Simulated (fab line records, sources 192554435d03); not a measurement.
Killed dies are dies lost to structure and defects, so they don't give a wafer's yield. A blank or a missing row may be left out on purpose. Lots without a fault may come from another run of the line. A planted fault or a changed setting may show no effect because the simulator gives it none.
Which tool did it? | flow n5_finfet | 24 lots, 72 wafers sampled, at 6 steps of a route of 1938

WHAT THE GAUGES READ, wafer by wafer
N5_SD_EPI_N_INSPECT_11: inspects for defects (macro).
lot  | measured    | on                | raw_defect_count
L074 | day 3 04:01 | defect_inspect-01 | 2 0 1
L075 | day 3 07:43 | defect_inspect-01 | 2 3 1
L076 | day 3 12:49 | defect_inspect-02 | 3 2 0
L077 | day 3 20:49 | defect_inspect-01 | 0 1 0
L078 | day 4 01:46 | defect_inspect-01 | 2 3 1
L079 | day 4 07:33 | defect_inspect-01 | 2 3 2
L080 | day 4 11:41 | defect_inspect-02 | 0 1 2
L081 | day 4 17:31 | defect_inspect-01 | 1 2 2
L082 | day 5 06:05 | defect_inspect-02 | 3 2 2
L083 | day 5 11:46 | defect_inspect-01 | 0 1 0
L084 | day 5 18:08 | defect_inspect-02 | 0 0 0
L085 | day 5 23:49 | defect_inspect-02 | 4 4 2
L086 | day 6 09:42 | defect_inspect-02 | 2 1 4
L087 | day 6 13:56 | defect_inspect-02 | 4 0 3
L088 | day 6 17:05 | defect_inspect-02 | 4 4 0
L089 | day 6 21:40 | defect_inspect-01 | 1 0 3
L090 | day 7 03:38 | defect_inspect-01 | 1 2 1
L091 | day 7 08:05 | defect_inspect-01 | 2 0 4
L092 | day 7 14:08 | defect_inspect-01 | 1 2 0
L093 | day 7 17:34 | defect_inspect-01 | 2 1 2
L094 | day 8 01:38 | defect_inspect-02 | 6 1 2
L095 | day 8 09:34 | defect_inspect-01 | 3 1 2
L096 | day 8 12:49 | defect_inspect-01 | 0 1 0
L097 | day 8 19:25 | defect_inspect-02 | 1 3 0

N5_SD_EPI_N_EPI_MEAS_23.
lot  | measured    | on            | thk_nm (nm)
L074 | day 3 07:27 | film_metro-02 | 58.5 59.7 59.1
L075 | day 3 11:11 | film_metro-02 | 57.7 57.0 55.9
L076 | day 3 16:14 | film_metro-02 | 59.8 58.4 57.3
L077 | day 4 00:16 | film_metro-01 | 59.5 58.3 58.9
L078 | day 4 05:16 | film_metro-02 | 60.3 57.4 58.6
L079 | day 4 11:07 | film_metro-02 | 59.3 56.0 58.3
L080 | day 4 15:08 | film_metro-02 | 57.1 58.7 58.1
L081 | day 4 20:56 | film_metro-02 | 58.9 59.3 59.5
L082 | day 5 09:48 | film_metro-01 | 60.4 59.3 58.0
L083 | day 5 15:25 | film_metro-02 | 61.5 57.5 59.7
L084 | day 5 21:35 | film_metro-02 | 58.5 58.1 59.5
L085 | day 6 03:25 | film_metro-01 | 56.6 56.7 54.6
L086 | day 6 13:25 | film_metro-02 | 58.7 61.0 61.1
L087 | day 6 17:27 | film_metro-01 | 60.5 58.5 58.7
L088 | day 6 21:24 | film_metro-02 | 59.7 61.4 61.1
L089 | day 7 01:11 | film_metro-01 | 58.0 60.7 57.5
L090 | day 7 07:32 | film_metro-02 | 59.7 58.7 58.2
L091 | day 7 12:14 | film_metro-02 | 58.6 58.4 59.7
L092 | day 7 17:35 | film_metro-02 | 58.1 60.7 59.5
L093 | day 7 22:10 | film_metro-02 | 58.9 59.5 58.4
L094 | day 8 05:29 | film_metro-02 | 57.5 58.6 58.5
L095 | day 8 14:01 | film_metro-02 | 61.4 60.4 60.5
L096 | day 8 16:16 | film_metro-01 | 57.9 60.4 58.8
L097 | day 8 23:05 | film_metro-01 | 60.5 59.7 57.8

N5_SDB_CD_MEAS_11: target cd 50 nm.
lot  | measured    | on        | cd_nm (nm)
L074 | day 3 21:23 | cd_sem-03 | 50.7 50.9 49.7
L075 | day 3 23:49 | cd_sem-01 | 47.4 48.0 47.0
L076 | day 4 04:49 | cd_sem-03 | 51.0 49.4 49.7
L077 | day 4 12:37 | cd_sem-03 | 48.2 48.0 48.1
L078 | day 4 18:32 | cd_sem-01 | 50.2 50.6 49.8
L079 | day 4 23:58 | cd_sem-02 | 48.5 48.4 47.0
L080 | day 5 05:17 | cd_sem-02 | 49.1 48.7 48.6
L081 | day 5 11:40 | cd_sem-03 | 50.2 50.1 50.6
L082 | day 5 23:32 | cd_sem-02 | 52.4 51.8 47.6
L083 | day 6 05:49 | cd_sem-03 | 51.5 51.1 50.9
L084 | day 6 10:58 | cd_sem-02 | 49.5 51.2 50.4
L085 | day 6 16:24 | cd_sem-02 | 52.9 48.3 51.3
L086 | day 7 02:08 | cd_sem-02 | 47.3 46.4 46.3
L087 | day 7 06:11 | cd_sem-02 | 49.8 48.2 48.7
L088 | day 7 09:52 | cd_sem-03 | 47.7 50.2 50.2
L089 | day 7 13:41 | cd_sem-03 | 53.1 52.9 53.5
L090 | day 7 21:05 | cd_sem-02 | 50.6 50.2 50.6
L091 | day 8 00:56 | cd_sem-03 | 47.2 47.0 46.7
L092 | day 8 06:10 | cd_sem-02 | 48.8 50.6 51.0
L093 | day 8 12:14 | cd_sem-03 | 46.6 46.8 46.7
L094 | day 8 18:19 | cd_sem-03 | 49.7 49.5 49.5
L095 | day 9 02:08 | cd_sem-03 | 51.0 48.9 49.9
L096 | day 9 05:49 | cd_sem-02 | 48.4 47.7 47.9
L097 | day 9 12:34 | cd_sem-02 | 48.2 47.7 49.0

N5_HKMG_FIN_CD_MEAS_12: target cd 92.8 nm.
lot  | measured    | on        | cd_nm (nm)
L074 | day 4 06:55 | cd_sem-01 | 93.2 93.2 93.1
L075 | day 4 09:50 | cd_sem-01 | 92.4 92.0 92.4
L076 | day 4 14:14 | cd_sem-03 | 93.4 93.3 93.2
L077 | day 4 21:49 | cd_sem-03 | 93.7 91.8 93.0
L078 | day 5 03:47 | cd_sem-03 | 92.4 92.4 93.0
L079 | day 5 09:32 | cd_sem-02 | 92.3 92.9 92.9
L080 | day 5 16:22 | cd_sem-03 | 93.1 92.5 93.5
L081 | day 5 22:06 | cd_sem-02 | 91.7 92.0 92.1
L082 | day 6 09:55 | cd_sem-02 | 93.7 92.5 93.7
L083 | day 6 15:39 | cd_sem-02 | 93.0 93.1 92.8
L084 | day 6 20:09 | cd_sem-02 | 91.7 93.1 93.7
L085 | day 7 01:14 | cd_sem-03 | 92.6 93.5 93.1
L086 | day 7 10:55 | cd_sem-02 | 93.2 91.2 92.3
L087 | day 7 15:24 | cd_sem-02 | 93.1 93.2 91.8
L088 | day 7 18:50 | cd_sem-02 | 92.3 91.0 91.7
L089 | day 7 22:37 | cd_sem-02 | 92.0 92.6 91.6
L090 | day 8 06:35 | cd_sem-02 | 93.2 92.2 92.7
L091 | day 8 10:43 | cd_sem-02 | 92.7 91.3 92.0
L092 | day 8 15:04 | cd_sem-02 | 93.1 92.4 92.1
L093 | day 8 22:23 | cd_sem-02 | 92.0 92.7 92.1
L094 | day 9 03:05 | cd_sem-03 | 93.1 94.4 93.9
L095 | day 9 11:11 | cd_sem-01 | 92.6 92.2 92.4
L096 | day 9 15:05 | cd_sem-02 | 93.9 92.7 93.1
L097 | day 9 21:27 | cd_sem-01 | 90.8 92.3 91.4

WHICH TOOL RAN EACH LOT (tool, then ch and the chambers of the sampled wafers, then the start)
lot  | N5_SD_EPI_N_ETCHBACK_44           | N5_HKMG_FIN_CVD_62
L074 | rie_diel-06 ch 1,3, day 3 04:28   | thermal_cvd_si-01 ch 1,2, day 4 05:19
L075 | rie_diel-05 ch 1,2,3, day 3 08:13 | thermal_cvd_si-02 ch 0,1, day 4 08:14
L076 | rie_diel-05 ch 0,1,3, day 3 13:16 | thermal_cvd_si-01 ch 0,2, day 4 12:34
L077 | rie_diel-06 ch 1,3, day 3 21:16   | thermal_cvd_si-02 ch 1,2, day 4 20:04
L078 | rie_diel-06 ch 2,3, day 4 02:17   | thermal_cvd_si-01 ch 0,1,2, day 5 02:07
L079 | rie_diel-05 ch 0,2,3, day 4 08:07 | thermal_cvd_si-02 ch 0,1, day 5 08:07
L080 | rie_diel-05 ch 0,2,3, day 4 12:08 | thermal_cvd_si-01 ch 0,1, day 5 14:41
L081 | rie_diel-05 ch 0,3, day 4 17:58   | thermal_cvd_si-02 ch 0,1,2, day 5 20:34
L082 | rie_diel-05 ch 0,3, day 5 06:47   | thermal_cvd_si-01 ch 0,1, day 6 08:11
L083 | rie_diel-05 ch 0,2,3, day 5 12:13 | thermal_cvd_si-02 ch 0,1,2, day 6 13:59
L084 | rie_diel-05 ch 0,1,2, day 5 18:35 | thermal_cvd_si-01 ch 0,1,2, day 6 18:43
L085 | rie_diel-03 ch 1,2,3, day 6 00:27 | thermal_cvd_si-02 ch 0,2, day 6 23:47
L086 | rie_diel-06 ch 0,2, day 6 10:25   | thermal_cvd_si-01 ch 0,1, day 7 09:29
L087 | rie_diel-03 ch 0,2, day 6 14:26   | thermal_cvd_si-02 ch 1,2, day 7 13:44
L088 | rie_diel-03 ch 0,2,3, day 6 17:35 | thermal_cvd_si-01 ch 0,1,2, day 7 17:20
L089 | rie_diel-06 ch 0,3, day 6 22:10   | thermal_cvd_si-02 ch 0,1,2, day 7 21:03
L090 | rie_diel-05 ch 0,1,2, day 7 04:33 | thermal_cvd_si-01 ch 1,2, day 8 05:02
L091 | rie_diel-06 ch 1,2,3, day 7 08:31 | thermal_cvd_si-02 ch 0,1, day 8 09:04
L092 | rie_diel-05 ch 0,1,2, day 7 14:35 | thermal_cvd_si-01 ch 0,1, day 8 13:33
L093 | rie_diel-03 ch 1,3, day 7 18:27   | thermal_cvd_si-02 ch 0,1,2, day 8 20:50
L094 | rie_diel-06 ch 0,1,3, day 8 02:31 | thermal_cvd_si-01 ch 0,1,2, day 9 01:32
L095 | rie_diel-05 ch 0,1, day 8 10:46   | thermal_cvd_si-02 ch 0,1,2, day 9 09:34
L096 | rie_diel-05 ch 1,2, day 8 13:16   | thermal_cvd_si-01 ch 0,1, day 9 13:25
L097 | rie_diel-03 ch 0,2, day 8 20:05   | thermal_cvd_si-02 ch 0,1,2, day 9 19:54
- N5_SD_EPI_N_ETCHBACK_44: etches SiNx in CH3F/O2, stops on SiO2, target depth 14.5 nm.
- N5_HKMG_FIN_CVD_62: deposits a-Si from Si2H6, target thk 3 nm, time 20.8 s.

WHAT THE TOOLS THEMSELVES READ (means of the sampled wafers that have a number; where no wafer has one, the mark that the record gives instead)
N5_SD_EPI_N_ETCHBACK_44.
lot  | tool        | drypump_motor_current_A (A) | oes_o_777_au (a.u.) | oes_product_au (a.u.) | rf_vpp_V (V) | showerhead_plenum_p_Torr (Torr) | throttle_valve_pct (%)
L074 | rie_diel-06 | 5.5                         | 0.70                | 0.62                  | 294          | 2.03                            | 16.67
L075 | rie_diel-05 | 5.3                         | 0.73                | 0.63                  | 296          | 1.99                            | 16.45
L076 | rie_diel-05 | 5.7                         | 0.78                | 0.68                  | 299          | 2.00                            | 16.45
L077 | rie_diel-06 | 5.5                         | 0.69                | 0.61                  | 294          | 2.03                            | 16.68
L078 | rie_diel-06 | 4.8                         | 0.72                | 0.61                  | 293          | 2.06                            | 16.64
L079 | rie_diel-05 | 5.6                         | 0.82                | 0.70                  | 291          | 1.96                            | 16.40
L080 | rie_diel-05 | 5.6                         | 0.81                | 0.69                  | 291          | 1.96                            | 16.40
L081 | rie_diel-05 | 6.0                         | 0.86                | 0.74                  | 295          | 1.98                            | 16.39
L082 | rie_diel-05 | 6.0                         | 0.78                | 0.68                  | 296          | 1.98                            | 16.45
L083 | rie_diel-05 | 5.6                         | 0.80                | 0.68                  | 290          | 1.96                            | 16.43
L084 | rie_diel-05 | 5.3                         | 0.86                | 0.73                  | 294          | 1.97                            | 16.30
L085 | rie_diel-03 | 5.7                         | 0.78                | 0.67                  | 301          | 2.01                            | 16.39
L086 | rie_diel-06 | 4.9                         | 0.79                | 0.65                  | 290          | 1.99                            | 16.41
L087 | rie_diel-03 | 6.1                         | 0.74                | 0.66                  | 304          | 2.01                            | 16.55
L088 | rie_diel-03 | 5.9                         | 0.76                | 0.66                  | 304          | 2.02                            | 16.45
L089 | rie_diel-06 | 5.0                         | 0.79                | 0.66                  | 292          | 2.09                            | 16.48
L090 | rie_diel-05 | 5.2                         | 0.83                | 0.72                  | 295          | 1.97                            | 16.32
L091 | rie_diel-06 | 5.1                         | 0.69                | 0.59                  | 292          | 2.01                            | 16.70
L092 | rie_diel-05 | 5.3                         | 0.82                | 0.71                  | 295          | 1.97                            | 16.33
L093 | rie_diel-03 | 5.6                         | 0.77                | 0.67                  | 301          | 2.00                            | 16.41
L094 | rie_diel-06 | 5.3                         | 0.76                | 0.65                  | 291          | 2.04                            | 16.51
L095 | rie_diel-05 | 5.4                         | 0.83                | 0.74                  | 303          | 2.01                            | 16.23
L096 | rie_diel-05 | 5.0                         | 0.79                | 0.66                  | 290          | 1.95                            | 16.37
L097 | rie_diel-03 | 6.0                         | 0.90                | 0.78                  | 304          | 2.02                            | 16.21

N5_HKMG_FIN_CVD_62.
lot  | tool              | heater_power_w (W)
L074 | thermal_cvd_si-01 | 1416
L075 | thermal_cvd_si-02 | 1492
L076 | thermal_cvd_si-01 | 1415
L077 | thermal_cvd_si-02 | 1380
L078 | thermal_cvd_si-01 | 1504
L079 | thermal_cvd_si-02 | 1551
L080 | thermal_cvd_si-01 | 1555
L081 | thermal_cvd_si-02 | 1417
L082 | thermal_cvd_si-01 | 1584
L083 | thermal_cvd_si-02 | 1428
L084 | thermal_cvd_si-01 | 1489
L085 | thermal_cvd_si-02 | 1460
L086 | thermal_cvd_si-01 | 1586
L087 | thermal_cvd_si-02 | 1301
L088 | thermal_cvd_si-01 | 1486
L089 | thermal_cvd_si-02 | 1424
L090 | thermal_cvd_si-01 | 1440
L091 | thermal_cvd_si-02 | 1552
L092 | thermal_cvd_si-01 | 1568
L093 | thermal_cvd_si-02 | 1406
L094 | thermal_cvd_si-01 | 1484
L095 | thermal_cvd_si-02 | 1403
L096 | thermal_cvd_si-01 | 1566
L097 | thermal_cvd_si-02 | 1436

THE ANSWER, worked out from the rows above alone
Rule: what is usual is taken from the lots themselves. Put in order of their means at a reading, lots are off if they are a third of the lots or fewer, leave a main group of 4 or more, and stand apart from it by a gap of 3 or more times the standard deviation of the main group's means; of several such gaps the widest counts. A main group whose means are all the same, to the digits that the tables above print for the reading, isn't used. A lot without any number at a reading at which 4 lots or more have one is off too. The other lots that the step has rows for count as sound. The gauges are gone through in route order, then the tools' own readings, and for those a lot's mean is taken as printed above. The first step at which some lot is off is used, and at that step the reading that is off furthest; a lot without a number counts as furthest.
No lot is off at any reading shown: from this, nothing can be told.

WHAT THE SIMULATOR HAD PUT IN
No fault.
